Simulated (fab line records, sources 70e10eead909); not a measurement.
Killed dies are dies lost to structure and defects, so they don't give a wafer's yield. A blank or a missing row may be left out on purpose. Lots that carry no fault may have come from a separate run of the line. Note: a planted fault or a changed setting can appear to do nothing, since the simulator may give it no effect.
Chamber matching	flow nandHarc	3 sister chambers for NHARC_P_M0_PRE_CLEAN_31 on pecvd-04
The step time 12 s. 3 wafers are shown with their chamber, then 11 later ones without.

WAFERS, EACH WITH ITS CHAMBER
wafer	chamber	heaterPowerW (W)
L078.4	0	655
L089.3	1	647
L094.1	2	703

WAFERS WITHOUT THEIR CHAMBER
wafer	heaterPowerW (W)
L094.3	697
L094.5	646
L095.3	623
L095.5	683
L095.6	709
L097.1	629
L097.4	610
L097.6	662
L097.2	675
L097.3	657
L097.5	659

THE CHAMBER EACH PASSED THROUGH
wafer	from the rows above	in truth
L094.3	2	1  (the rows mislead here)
L094.5	can't be placed: 1 or 0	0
L095.3	can't be placed: 1 or 0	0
L095.5	can't be placed: 2 or 0 or 1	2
L095.6	2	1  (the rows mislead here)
L097.1	can't be placed: 1 or 0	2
L097.4	can't be placed: 1 or 0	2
L097.6	can't be placed: 0 or 1 or 2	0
L097.2	can't be placed: 0 or 1 or 2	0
L097.3	can't be placed: 0 or 1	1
L097.5	can't be placed: 0 or 1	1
Correct placement for 0 of the 11. Can't be placed from these rows: 9 (the true chamber is among the candidates in 7). 2 placed wrongly.
How it was worked out, from the rows above alone: a wafer's distance from a chamber is the root of the sum, over the readings, of the square of ((its reading less the chamber's mean) divided by the reading's scatter). The wafer belongs to the nearest chamber; if the next one is less than 2 further off, it can't be placed. Each chamber's mean is taken over the wafers shown for it. The scatter (one wafer shown for each chamber): square how far every hidden wafer sits from the nearest shown wafer, average those squares and take the square root.
